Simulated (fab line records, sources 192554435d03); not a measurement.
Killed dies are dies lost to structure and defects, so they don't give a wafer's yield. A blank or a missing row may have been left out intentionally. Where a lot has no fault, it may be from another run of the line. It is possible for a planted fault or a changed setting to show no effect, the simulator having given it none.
A lot that was struck, set against a sound lot :: flow n5-finfet :: 37 out of 1938 route steps
Sound: the wafers L870.2, L870.4, L870.5. The struck wafers were L884.1, L884.3. The cause is given at the end.
Each step with rows lists, per side, the tool, then ch with its chambers, then its first start. Under that, the readings that differ: sound wafers :: struck wafers :: difference of the means :: sigmas: that difference in standard deviations of wafers without a fault.
alike: words and numbers the same on both sides, and readings whose means are apart by under 2 such deviations; not compared: readings that were withheld, readings missing a value for some wafer, numbers with overlapping values and no deviation given by the record, and bounds like >300 which may hide the same value.
Wherever a step has rows on one side only, a row that says differs or no value, or a row with sigmas, the two part there. When numbers do not overlap yet have no deviation, they are printed without sigmas and do not part them. Lack of a reading on every wafer of one side parts them only where that side has two or more wafers.

first, 1 step without rows for these wafers: N5_DUMMY_REMOVAL_HM_STRIP_01 (strips SiNx in CH3F/O2, stops on poly-Si, target depth 4 nm, time 6.8 s).
N5_DUMMY_REMOVAL_STRIP_10: strips in N2/H2, time 40 s.
  sound on rie-diel-02 ch 2,3, day 4 04:08; struck on rie-diel-06 ch 0,3, day 7 14:00
  alike: drypump-motor-current-A, h2-flow-sccm, oes-product-au, rf-vpp-V, showerhead-plenum-p-Torr, throttle-valve-pct
  not compared: rf-hours-counter-h
then, 2 steps without rows for these wafers: N5_DUMMY_REMOVAL_PRECLEAN_07 (cleans in dHF, time 30 s); N5_DUMMY_REMOVAL_DUMMY_REMOVE_02 (chemistry TMAH, target poly-Si, stops on SiO2, target depth 142 nm, time 57 s, rinse time 30 s).
N5_DUMMY_REMOVAL_INSPECT_06: inspects for defects (brightfield).
  struck on defect-inspect-01, day 7 14:10; sound on defect-inspect-02, day 4 04:19
  alike: raw-defect-count
then, 6 steps without rows for these wafers: N5_DUMMY_REMOVAL_PRECLEAN_08 (cleans in NF3:NH3, afs cycles 2, time 20 s, sublimation time 60 s); N5_DUMMY_REMOVAL_PRECLEAN_04 (cleans in DHF, time 37 s); N5_DUMMY_REMOVAL_SRD_05 (time 30 s); N5_HKMG_FIN_IL_REGROW_00 (material SiO2, chemistry O3, target thk 0.75 nm, time 30 s); N5_HKMG_FIN_HK_ALD_01 (deposits HfO2, target thk 1.6 nm, pulse time 3 s, purge time 3 s); N5_HKMG_FIN_HK_ANNEAL_02 (time 30 s).
N5_HKMG_FIN_ALD_74: deposits La2O3, target thk 0.5 nm, pulse time 6 s, co reactant pulse time 1 s.
  sound on ald-hk-02 ch 0,3, day 4 05:04; struck on ald-hk-01 ch 0,1, day 7 14:55
  alike: heater-power-w, precursor-pulse-height-rel
N5_HKMG_FIN_ALD_75: deposits Al2O3, target thk 1 nm, co reactant pulse time 1 s.
  sound on ald-hk-02 ch 0,3, day 4 05:08; struck on ald-hk-01 ch 0,1, day 7 14:59
reading: model.Al2O3_of_HKMG_FIN_ALD_75.thk-nm (nm)
sound: 1 1 1
struck: 0.4 0.4
difference: -0.6
sigmas: 
  alike: heater-power-w, precursor-pulse-height-rel
then, 8 steps without rows for these wafers: N5_HKMG_FIN_COAT_41 (time 60 s, resist thk 300 nm); N5_HKMG_FIN_COAT_42 (time 60 s, resist thk 35 nm); N5_HKMG_FIN_COAT_43 (resist thk 90 nm); N5_HKMG_FIN_EBR_45; N5_HKMG_FIN_SOFTBAKE_44 (time 60 s); N5_HKMG_FIN_EXPOSE_46 (exposes mask NDIPOLE); N5_HKMG_FIN_PEB_47 (peb time 60 s); N5_HKMG_FIN_DEVELOP_48 (develop time 30 s).
N5_HKMG_FIN_CD_MEAS_49: target cd 202 nm.
  sound on cd-sem-03 ch 0, day 4 05:37; struck on cd-sem-03 ch 0, day 7 15:20
  alike: cd-nm
N5_HKMG_FIN_OVL_MEAS_50:
  sound on overlay-01 ch 0, day 4 05:38; struck on overlay-01 ch 0, day 7 15:22
  alike: NDIPOLE_OVL
N5_HKMG_FIN_INSPECT_61: inspects for defects (macro).
  struck on defect-inspect-02, day 7 15:23; sound on defect-inspect-01, day 4 05:40
  alike: raw-defect-count
then, 2 steps without rows for these wafers: N5_HKMG_FIN_DESCUM_53 (chemistry O2, time 7.9 s); N5_HKMG_FIN_ETCH_54 (etches SiARC in CF4, target depth 45.5 nm, time 75.8 s).
N5_HKMG_FIN_ETCH_55: etches SOC in N2/H2, target depth 240 nm, time 300 s.
  sound on rie-diel-05 ch 0,3, day 4 05:47; struck on rie-diel-05 ch 2,3, day 7 15:31
reading: oes-product-au (a.u.)
sound: 0.65 0.80 0.64
struck: 0.79 0.96
difference: +0.18
sigmas: +2
  alike: drypump-motor-current-A, h2-flow-sccm, rf-vpp-V, showerhead-plenum-p-Torr, throttle-valve-pct
  not compared: rf-hours-counter-h
then, 3 steps without rows for these wafers: N5_HKMG_FIN_STRIP_56 (strips in N2/H2); N5_HKMG_FIN_STRIP_57 (strips in CF4); N5_HKMG_FIN_ETCH_58 (etches SOC in N2/H2, target depth 215.8 nm, time 741 s).
N5_HKMG_FIN_STRIP_93: strips SOC in N2/H2, time 20 s.
  sound on rie-diel-05 ch 0,3, day 4 06:26; struck on rie-diel-05 ch 2,3, day 7 16:09
reading: h2-flow-sccm (sccm)
sound: 301.1 299.5 300.0
struck: 297.5 298.8
difference: -2.1
sigmas: -2
  alike: drypump-motor-current-A, oes-product-au, rf-vpp-V, showerhead-plenum-p-Torr, throttle-valve-pct
  not compared: rf-hours-counter-h
then, 1 step without rows for these wafers: N5_HKMG_FIN_WET_ETCH_76 (etches Al2O3 in dNH4OH, stops on La2O3, target depth 2.25 nm, rinse time 30 s).
N5_HKMG_FIN_STRIP_60: strips in N2/H2, time 360 s.
  sound on plasma-asher-01 ch 0,1, day 4 06:35; struck on plasma-asher-02 ch 0,1, day 7 16:18
  alike: drypump-motor-current-A, h2-flow-sccm, heater-power-w
  not compared: rf-hours-counter-h
N5_HKMG_FIN_WET_ETCH_77: etches La2O3 in dHCl, stops on HfO2, target depth 2 nm.
  sound on wet-bench-02 ch 2,3,5, day 4 06:58; struck on wet-bench-05 ch 1,4, day 7 16:41
reading: model.Al2O3_of_HKMG_FIN_ALD_75.thk-nm (nm)
sound: 1 1 1
struck: 0.4 0.4
difference: -0.6
sigmas: 
then, 1 step without rows for these wafers: N5_HKMG_FIN_WET_ETCH_78 (etches Al2O3 in dNH4OH, stops on La2O3, target depth 4.5 nm, rinse time 30 s).
-- here the record skips 7 days between the struck wafers' starts before and after, leaving off in module HKMG_FIN and picking up in module BEOL_M4 (first step shown: number 1111 of the route) --
N5_BEOL_M4_RC_MEAS_101:
  sound on prober-02 ch 0, day 10 12:13; struck on prober-01 ch 0, day 14 05:09
  alike: DIBL_N, DIBL_P, IOFF_N, IOFF_P, ION_N, ION_P, SS_N, SS_P, VT_N, VT_P
-- the record jumps here: 4 days lie between the struck wafers' starts before and after (it left off in module BEOL_M4 and takes up again in module PASSIVATION, whose first step shown is number 1936 of the route) --
N5_PASSIVATION_PROBE_49:
  only the struck wafers here have rows in the record (prober-02, day 18 14:25); the sound ones have none

WHERE THEY PART
At N5_HKMG_FIN_ETCH_55 first; at N5_PASSIVATION_PROBE_49 last (within this record only).

WHY: the cause the simulator had injected
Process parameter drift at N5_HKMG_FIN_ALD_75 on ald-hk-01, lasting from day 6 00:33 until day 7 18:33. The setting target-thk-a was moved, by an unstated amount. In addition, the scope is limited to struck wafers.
